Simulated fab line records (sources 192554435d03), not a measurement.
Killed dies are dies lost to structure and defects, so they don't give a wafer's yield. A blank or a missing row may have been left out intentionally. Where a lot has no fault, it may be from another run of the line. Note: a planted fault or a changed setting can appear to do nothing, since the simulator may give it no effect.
Matching of chambers || flow n5_finfet || rie_si-06 running N5_FIN_SAQP_MANDREL_ETCH_58: 4 sister chambers
The step etches a-Si in HBr/Cl2, stops on SiNx, target depth 45 nm, bt time 10 s, time 27 s. 8 wafers are shown with their chamber, then 12 later ones without.

WAFERS, EACH WITH ITS CHAMBER
{"wafer": "L081.3", "chamber": 0, "throttle_valve_pct (%)": 35.8, "drypump_motor_current_A (A)": 6.0}
{"wafer": "L082.1", "chamber": 2, "throttle_valve_pct (%)": 34.9, "drypump_motor_current_A (A)": 5.5}
{"wafer": "L082.2", "chamber": 1, "throttle_valve_pct (%)": 35.5, "drypump_motor_current_A (A)": 5.8}
{"wafer": "L086.1", "chamber": 0, "throttle_valve_pct (%)": 35.8, "drypump_motor_current_A (A)": 6.0}
{"wafer": "L086.4", "chamber": 2, "throttle_valve_pct (%)": 34.8, "drypump_motor_current_A (A)": 5.5}
{"wafer": "L087.1", "chamber": 3, "throttle_valve_pct (%)": 35.7, "drypump_motor_current_A (A)": 4.9}
{"wafer": "L087.3", "chamber": 1, "throttle_valve_pct (%)": 35.5, "drypump_motor_current_A (A)": 5.8}
{"wafer": "L087.6", "chamber": 3, "throttle_valve_pct (%)": 35.7, "drypump_motor_current_A (A)": 4.8}

WAFERS WHOSE CHAMBER IS MISSING
{"wafer": "L088.1", "throttle_valve_pct (%)": 34.8, "drypump_motor_current_A (A)": 5.5}
{"wafer": "L088.3", "throttle_valve_pct (%)": 35.5, "drypump_motor_current_A (A)": 5.8}
{"wafer": "L088.5", "throttle_valve_pct (%)": 35.7, "drypump_motor_current_A (A)": 4.9}
{"wafer": "L090.1", "throttle_valve_pct (%)": 35.8, "drypump_motor_current_A (A)": 6.0}
{"wafer": "L090.2", "throttle_valve_pct (%)": 35.7, "drypump_motor_current_A (A)": 4.9}
{"wafer": "L090.5", "throttle_valve_pct (%)": 35.5, "drypump_motor_current_A (A)": 5.8}
{"wafer": "L096.1", "throttle_valve_pct (%)": 34.9, "drypump_motor_current_A (A)": 5.5}
{"wafer": "L096.3", "throttle_valve_pct (%)": 35.8, "drypump_motor_current_A (A)": 6.0}
{"wafer": "L096.4", "throttle_valve_pct (%)": 35.5, "drypump_motor_current_A (A)": 5.8}
{"wafer": "L097.2", "throttle_valve_pct (%)": 35.5, "drypump_motor_current_A (A)": 5.8}
{"wafer": "L097.5", "throttle_valve_pct (%)": 35.8, "drypump_motor_current_A (A)": 6.0}
{"wafer": "L097.6", "throttle_valve_pct (%)": 34.8, "drypump_motor_current_A (A)": 5.5}

EACH ONE'S CHAMBER
{"wafer": "L088.1", "from the rows above": 2, "in truth": 2}
{"wafer": "L088.3", "from the rows above": 1, "in truth": 1}
{"wafer": "L088.5", "from the rows above": 3, "in truth": 3}
{"wafer": "L090.1", "from the rows above": 0, "in truth": 0}
{"wafer": "L090.2", "from the rows above": 3, "in truth": 3}
{"wafer": "L090.5", "from the rows above": 1, "in truth": 1}
{"wafer": "L096.1", "from the rows above": 2, "in truth": 2}
{"wafer": "L096.3", "from the rows above": 0, "in truth": 0}
{"wafer": "L096.4", "from the rows above": 1, "in truth": 1}
{"wafer": "L097.2", "from the rows above": 1, "in truth": 1}
{"wafer": "L097.5", "from the rows above": 0, "in truth": 0}
{"wafer": "L097.6", "from the rows above": 2, "in truth": 2}
Placed correctly: 12 of 12. From these rows, 0 cannot be placed. Number placed wrongly: 0.
How it was worked out, from the rows above alone: a wafer's distance from a chamber is the root of the sum, over the readings, of the square of ((its reading less the chamber's mean) divided by the reading's scatter). The wafer belongs to the nearest chamber; if the next one is less than 2 further off, it can't be placed. For every chamber, the mean is computed from those of its wafers that are shown. How the scatter is found: for the shown wafers, subtract from each reading the mean of its chamber, square and add these, divide the total by (wafers less chambers), then take the root.
